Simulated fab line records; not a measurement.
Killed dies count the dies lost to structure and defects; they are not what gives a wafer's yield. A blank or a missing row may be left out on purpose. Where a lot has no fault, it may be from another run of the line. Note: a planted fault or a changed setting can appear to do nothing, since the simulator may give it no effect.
Which of the tools did it? -- flow nandHarc -- 36 wafers from 12 lots sampled at 6 of the route's 1159 steps

== WHAT EACH GAUGE READ, for each wafer ==
NHARC_END_SORT_01.
lot,measured,on,defectLimitedYield (%),killedAtArray,killedAtOther,killedAtPeriphery,killedDies,killedOpen,killedShort,sort_bin_2_pct (%),sort_bin_3_pct (%),sort_bin_4_pct (%),sortNPass,sortRimYieldPct (%),sortYieldPct (%)
L459,day 22 07:14,prober-02,94.8 94.5 93.9,28 33 37,0 0 0,7 4 4,35 37 41,5 6 3,3 1 4,2.1 2.4 1.8,0.89 0.74 0,2.2 2.4 4.3,642 640 636,96.2 92.5 94.3,94.8 94.5 93.9
L461,day 21 22:43,prober-01,93.4 94.2 93.1,39 36 41,1 0 1,5 3 5,45 39 47,4 4 5,1 0 4,2.7 1.9 2.7,0 0 0.30,4.0 3.8 4.0,632 638 630,95.3 92.5 97.2,93.4 94.2 93.1
L468,day 24 04:44,prober-02,94.4 94.5 94.7,28 35 32,0 0 0,10 2 4,38 37 36,1 5 3,2 0 0,1.3 1.3 1.8,0.30 0.30 0.15,4.0 3.8 3.4,639 640 641,92.5 98.1 94.3,94.4 94.5 94.7

== TOOL THAT RAN EACH LOT (tool first, then ch and the chambers of the sampled wafers, then the start) ==
lot,NHARC_P_M2_STRIP_18,NHARC_P_M2_PVD_20,NHARC_P_M2_ECD_22,NHARC_P_M2_CMP_23,NHARC_P_BONDPAD_CMP_32
L454,"rieDiel-07 ch 0,2, day 6 16:33","pvdSputter-02, day 6 17:36 or earlier","ecdCu-02 ch 0,1, day 6 17:36","cmp-03 ch 1,2, day 6 18:23","cmp-01 ch 0,1,3, day 6 19:48"
L455,"rieDiel-07 ch 0,1,2, day 7 13:39","pvdSputter-03, day 7 15:11 or earlier","ecdCu-02 ch 0,1, day 7 15:11","cmp-01 ch 0,3, day 7 15:58","cmp-04 ch 0,1,2, day 7 17:30"
L458,"rieDiel-04 ch 1,2, day 8 05:52","pvdSputter-01, day 8 06:51 or earlier","ecdCu-01 ch 0,1, day 8 06:51","cmp-04 ch 0,1,2, day 8 07:34","cmp-02 ch 0,3, day 8 09:01"
L459,"rieDiel-07 ch 0,1,2, day 8 12:13","pvdSputter-03, day 8 13:16 or earlier","ecdCu-01 ch 0,1, day 8 13:16","cmp-03 ch 0,1,3, day 8 13:57","cmp-04 ch 0,1,3, day 8 15:22"
L460,"rieDiel-07 ch 1,3, day 8 12:34","pvdSputter-02, day 8 13:48 or earlier","ecdCu-01 ch 0,1, day 8 13:48","cmp-03 ch 2,3, day 8 14:34","cmp-02 ch 1,3, day 8 16:00"
L461,"rieDiel-04 ch 0,1,3, day 8 17:14","pvdSputter-03, day 8 18:37 or earlier","ecdCu-01 ch 0,1, day 8 18:37","cmp-04 ch 1,2,3, day 8 19:21","cmp-04 ch 0,1,2, day 8 21:10"
L464,"rieDiel-07 ch 0,1,3, day 9 08:34","pvdSputter-01, day 9 09:38 or earlier","ecdCu-02 ch 0, day 9 09:38","cmp-03 ch 0,1, day 9 10:19","cmp-02 ch 1,2, day 9 11:44"
L465,"rieDiel-07 ch 1,2,3, day 9 12:14","pvdSputter-01, day 9 13:14 or earlier","ecdCu-01 ch 0,1, day 9 13:14","cmp-01 ch 1,2,3, day 9 14:14","cmp-04 ch 0,1,3, day 9 15:41"
L467,"rieDiel-07 ch 1,3, day 10 07:13","pvdSputter-03, day 10 08:13 or earlier","ecdCu-02 ch 0,1, day 10 08:13","cmp-03 ch 1,2,3, day 10 08:58","cmp-01 ch 0,2,3, day 10 10:24"
L466,"rieDiel-01 ch 0,1,2, day 10 07:49","pvdSputter-03, day 10 08:52 or earlier","ecdCu-01 ch 0,1, day 10 08:52","cmp-01 ch 2,3, day 10 09:33","cmp-04 ch 0,2,3, day 10 11:02"
L468,"rieDiel-01 ch 0,1,3, day 10 14:44","pvdSputter-01, day 10 15:45 or earlier","ecdCu-02 ch 0,1, day 10 15:45","cmp-01 ch 1,2,3, day 10 16:31","cmp-02 ch 0,1,3, day 10 17:56"
L470,"rieDiel-01 ch 0,2, day 10 16:21","pvdSputter-03, day 10 17:23 or earlier","ecdCu-02 ch 0,1, day 10 17:23","cmp-03 ch 2,3, day 10 18:04","cmp-04 ch 0,1,3, day 10 19:29"
- NHARC_P_M2_STRIP_18: strips in N2/H2.
- NHARC_P_M2_PVD_20: deposits TaN, target thk 5 nm, time 8.06 s.
- NHARC_P_M2_ECD_22: material Cu, target thk 400 nm.
- NHARC_P_M2_CMP_23: polishes, t overpolish 20 s, target thk 144.3 nm.
- NHARC_P_BONDPAD_CMP_32: polishes SiCN, target thk 200 nm.

== AS READ BY THE TOOLS THEMSELVES (means over the sampled wafers that have a number; for cases with no such wafer, the mark the record gives instead) ==
NHARC_P_M2_STRIP_18.
lot,tool,drypumpMotorCurrentA (A),oesProductAu (a.u.),rfVppV (V),showerheadPlenumPTorr (Torr),throttleValvePct (%)
L454,rieDiel-07,6.3,0.989,90.3,2.05,14.170
L455,rieDiel-07,5.7,0.998,90.3,2.01,14.166
L458,rieDiel-04,5.9,1.002,90.6,2.02,14.167
L459,rieDiel-07,5.7,1.003,90.3,2.01,14.165
L460,rieDiel-07,4.9,1.003,89.9,1.95,14.178
L461,rieDiel-04,5.6,0.998,90.9,2.12,14.168
L464,rieDiel-07,5.4,0.994,90.9,2.02,14.169
L465,rieDiel-07,5.5,0.992,90.7,2.00,14.168
L467,rieDiel-07,5.2,1.001,90.8,2.01,14.169
L466,rieDiel-01,5.7,0.993,89.3,2.01,14.163
L468,rieDiel-01,5.5,1.002,90.2,2.00,14.173
L470,rieDiel-01,5.5,0.992,90.1,1.94,14.180

NHARC_P_M2_PVD_20.
lot,tool,throttleValvePct (%)
L454,pvdSputter-02,29.3
L455,pvdSputter-03,30.3
L458,pvdSputter-01,29.9
L459,pvdSputter-03,30.6
L460,pvdSputter-02,29.4
L461,pvdSputter-03,30.6
L464,pvdSputter-01,29.6
L465,pvdSputter-01,29.5
L467,pvdSputter-03,29.9
L466,pvdSputter-03,31.1
L468,pvdSputter-01,29.8
L470,pvdSputter-03,31.1

NHARC_P_M2_CMP_23.
lot,tool,motorCurrentA (A),timeToEndpointS (s)
L454,cmp-03,13.8,27.7
L455,cmp-01,12.6,27.7
L458,cmp-04,11.6,27.7
L459,cmp-03,12.9,30.8
L460,cmp-03,13.1,28.5
L461,cmp-04,12.8,27.2
L464,cmp-03,12.4,29.7
L465,cmp-01,10.9,33.8
L467,cmp-03,13.2,35.7
L466,cmp-01,11.6,31.6
L468,cmp-01,11.0,34.2
L470,cmp-03,12.8,38.6

NHARC_P_BONDPAD_CMP_32.
lot,tool,motorCurrentA (A)
L454,cmp-01,11.6
L455,cmp-04,11.6
L458,cmp-02,13.0
L459,cmp-04,12.2
L460,cmp-02,13.1
L461,cmp-04,11.9
L464,cmp-02,12.2
L465,cmp-04,12.7
L467,cmp-01,12.0
L466,cmp-04,12.6
L468,cmp-02,12.4
L470,cmp-04,12.1

== THE ANSWER, worked out from the rows above alone ==
Rule: the lots themselves supply what counts as usual. Put in order of their means at a reading, lots are off if they are a third of the lots or fewer, leave a main group of 4 or more, and stand apart from it by a gap of 3 or more times the standard deviation of the main group's means; of several such gaps the widest counts. A main group whose means are all the same, to the digits that the tables above print for the reading, isn't used. Also off: a lot with no number at a reading for which 4 or more lots have one. The other lots that the step has rows for count as sound. After the gauges, taken in route order, come the tools' own readings; for these a lot's mean is taken, as printed above. At the first step where some lot is off, the reading lying furthest off is the one used; lots without a number count as furthest.
None of the lots is off at any reading shown; this tells nothing.

== WHAT THE SIMULATOR PUT IN ==
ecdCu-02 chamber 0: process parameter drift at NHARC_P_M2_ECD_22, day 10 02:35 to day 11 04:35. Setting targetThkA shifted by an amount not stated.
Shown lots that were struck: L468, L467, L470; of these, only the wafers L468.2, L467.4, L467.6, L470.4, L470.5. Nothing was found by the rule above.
